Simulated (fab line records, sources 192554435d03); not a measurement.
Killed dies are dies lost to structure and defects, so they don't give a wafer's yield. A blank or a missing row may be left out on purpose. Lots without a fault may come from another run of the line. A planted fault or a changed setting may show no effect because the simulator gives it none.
Split-lot experiment | flow n5_finfet | 7 lots, 39 wafers read, on a route of 1938 steps

THE SPLIT
At N5_BEOL_M0_SAQP_PECVD_00 (deposits SiCN from 3MS/NH3, target thk 8 nm, time 14 s), the setting time_s was moved away from the recipe's 14 s on 9 of the 39 wafers read, by -47.4% to +19.7%. The other wafers ran this setting at the recipe's value.

The reading is taken at the split's own step.

THE READING
SiCN_of_BEOL_M0_SAQP_PECVD_00.thk_nm (the simulator's own value, which no gauge read), in nm, at N5_BEOL_M0_SAQP_PECVD_00 (deposits SiCN from 3MS/NH3, target thk 8 nm, time 14 s). The file gives no usual value for it. The 30 wafers here that ran the recipe average 8.2 nm, standard deviation 0.2 nm.

wafer  | tool, chamber at the split | time_s as run, s | against the recipe | SiCN_of_BEOL_M0_SAQP_PECVD_00.thk_nm, nm | against lot-mates on the recipe
L076.1 | pecvd-04, 2,0              | 8.521            | -39.1%             | 4.8                                      | -3.2
L076.6 | pecvd-04, 2,0              | 8.521            | -39.1%             | 4.8                                      | -3.2
L076.2 | pecvd-04, 1                | 14               | recipe             | 7.8                                      | -
L076.3 | pecvd-04, 0                | 14               | recipe             | 8                                        | -
L076.4 | pecvd-04, 2                | 14               | recipe             | 8.2                                      | -
L076.5 | pecvd-04, 1                | 8.521            | -39.1%             | 5                                        | -3.0
L080.3 | pecvd-04, 2                | 14               | recipe             | 8.2                                      | -
L080.5 | pecvd-04, 2                | 14               | recipe             | 8.2                                      | -
L080.4 | pecvd-04, 1                | 14               | recipe             | 8                                        | -
L082.1 | pecvd-03, 1,2,2,1          | 14               | recipe             | 8                                        | -
L082.3 | pecvd-03, 1,2,2,1          | 14               | recipe             | 8                                        | -
L082.5 | pecvd-03, 1,2,2,1          | 14               | recipe             | 8                                        | -
L082.6 | pecvd-03, 1,2,2,1          | 14               | recipe             | 8                                        | -
L082.2 | pecvd-03, 0                | 14               | recipe             | 8.2                                      | -
L082.4 | pecvd-03, 0                | 14               | recipe             | 8.2                                      | -
L084.1 | pecvd-02, 0                | 14               | recipe             | 8.6                                      | -
L084.2 | pecvd-02, 2,1,2            | 14               | recipe             | 8.2                                      | -
L084.4 | pecvd-02, 2,1,2            | 14               | recipe             | 8.2                                      | -
L084.5 | pecvd-02, 2,1,2            | 14               | recipe             | 8.2                                      | -
L084.3 | pecvd-02, 1,0              | 14               | recipe             | 8.4                                      | -
L084.6 | pecvd-02, 1,0              | 14               | recipe             | 8.4                                      | -
L085.1 | pecvd-03, 2,1              | 14               | recipe             | 8.2                                      | -
L085.3 | pecvd-03, 2,1              | 14               | recipe             | 8.2                                      | -
L085.2 | pecvd-03, 0,2              | 7.359            | -47.4%             | 4.4                                      | -3.9
L085.5 | pecvd-03, 0,2              | 7.359            | -47.4%             | 4.4                                      | -3.9
L085.4 | pecvd-03, 0                | 7.359            | -47.4%             | 4.6                                      | -3.7
L085.6 | pecvd-03, 1                | 14               | recipe             | 8.4                                      | -
L088.1 | pecvd-02, 0                | 14               | recipe             | 8.4                                      | -
L088.6 | pecvd-02, 0                | 14               | recipe             | 8.4                                      | -
L088.2 | pecvd-02, 1                | 16.76            | +19.7%             | 9.6                                      | +1.3
L088.3 | pecvd-02, 2                | 14               | recipe             | 8.2                                      | -
L088.4 | pecvd-02, 1,2              | 16.76            | +19.7%             | 9.8                                      | +1.5
L088.5 | pecvd-02, 1,2              | 16.76            | +19.7%             | 9.8                                      | +1.5
L090.1 | pecvd-04, 1                | 14               | recipe             | 8                                        | -
L090.2 | pecvd-04, 2,2,1            | 14               | recipe             | 8.2                                      | -
L090.4 | pecvd-04, 2,2,1            | 14               | recipe             | 8.2                                      | -
L090.5 | pecvd-04, 2,2,1            | 14               | recipe             | 8.2                                      | -
L090.3 | pecvd-04, 0                | 14               | recipe             | 7.6                                      | -
L090.6 | pecvd-04, 0                | 14               | recipe             | 7.8                                      | -
Where a row lists several chambers, the file gives one row for several wafers and doesn't say which wafer went through which chamber.

THE FIT
A straight line over all 39 wafers: SiCN_of_BEOL_M0_SAQP_PECVD_00.thk_nm changes by +0.0802 nm for each +1% of time_s; r = +0.99; the points scatter about the line by 0.2 nm.
The same after taking each lot's own level away (the mean of its wafers on the recipe; 39 wafers): +0.0789 nm for each +1%; r = +0.99; scatter 0.15 nm.
On that fit, the largest move of time_s shifts the reading by 3.7 nm.
The lots' own levels span 8.00 to 8.33 nm, that is 1.6 times the standard deviation above.
So the lot-to-lot level changes the slope little: the two slopes agree.
Check: with one of the wafers moved furthest among these (-47.4%) left out of the fit, the line predicts -3.74 nm for it against its lot-mates. It came out at -3.87 nm against them.

OTHER SPLITS ON THESE WAFERS
These wafers also went through other splits before the reading. Each is held against what the fit with the lots' levels taken away leaves over:
other split on the same wafers       | wafers away from the commonest value | r with SiCN_of_BEOL_M0_SAQP_PECVD_00.thk_nm (lot level and that fit taken away)
N5_DUMMY_GATE_HM_DEP_06 time_s       | 30                                   | -0.07
N5_DUMMY_GATE_ETCH_31 target_depth_a | 15                                   | +0.32
N5_HKMG_FIN_ETCH_55 time_s           | 15                                   | -0.10

THE FILE'S OWN FIT
SiCN_of_BEOL_M0_SAQP_PECVD_00.thk_nm changes by +0.0792 nm for each +1% of time_s, r = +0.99.
